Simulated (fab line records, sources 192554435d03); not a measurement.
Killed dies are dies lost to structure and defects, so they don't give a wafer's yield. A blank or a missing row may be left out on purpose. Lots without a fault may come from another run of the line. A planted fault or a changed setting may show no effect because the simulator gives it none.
Chamber matching | flow n5_finfet | N5_FIN_SAQP_SPACER2_ALD_28 on ald_sin-01: 4 sister chambers
The step deposits SiO2, target thk 8.1 nm, pulse time 1 s, purge time 2 s. 8 wafers are shown with their chamber, then 11 later ones without.

WAFERS WITH THEIR CHAMBER
wafer  | chamber | heater_power_w (W) | precursor_pulse_height_rel
L080.5 | 2       | 581                | 1.019
L081.1 | 2       | 589                | 0.998
L081.4 | 1       | 567                | 1.006
L081.6 | 3       | 516                | 1.019
L088.1 | 0       | 420                | 1.010
L088.2 | 3       | 506                | 0.969
L088.6 | 0       | 421                | 1.012
L090.1 | 1       | 556                | 1.017

WAFERS WITHOUT THEIR CHAMBER
wafer  | heater_power_w (W) | precursor_pulse_height_rel
L090.2 | 404                | 1.020
L090.3 | 524                | 0.993
L091.1 | 521                | 1.022
L091.4 | 566                | 1.026
L091.6 | 591                | 1.049
L092.1 | 409                | 0.979
L092.2 | 544                | 0.993
L092.3 | 500                | 0.996
L095.2 | 605                | 1.001
L095.3 | 540                | 1.038
L095.6 | 406                | 1.012

WHICH CHAMBER EACH WENT THROUGH
wafer  | from the rows above     | in truth
L090.2 | 0                       | 0
L090.3 | 3                       | 3
L091.1 | 3                       | 3
L091.4 | 1                       | 1
L091.6 | 2                       | 2
L092.1 | 0                       | 0
L092.2 | 1                       | 1
L092.3 | 3                       | 3
L095.2 | 2                       | 2
L095.3 | can't be placed: 1 or 3 | 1
L095.6 | 0                       | 0
Placed correctly: 10 of 11. Can't be placed from these rows: 1 (the true chamber is among the candidates in 1). Placed wrongly: 0.
How it was worked out, from the rows above alone: a wafer's distance from a chamber is the root of the sum, over the readings, of the square of ((its reading less the chamber's mean) divided by the reading's scatter). The wafer belongs to the nearest chamber; if the next one is less than 2 further off, it can't be placed. A chamber's mean is the mean of its shown wafers. The scatter: the root of (the sum of the squares of (reading less its chamber's mean) over the shown wafers, divided by (wafers less chambers)).
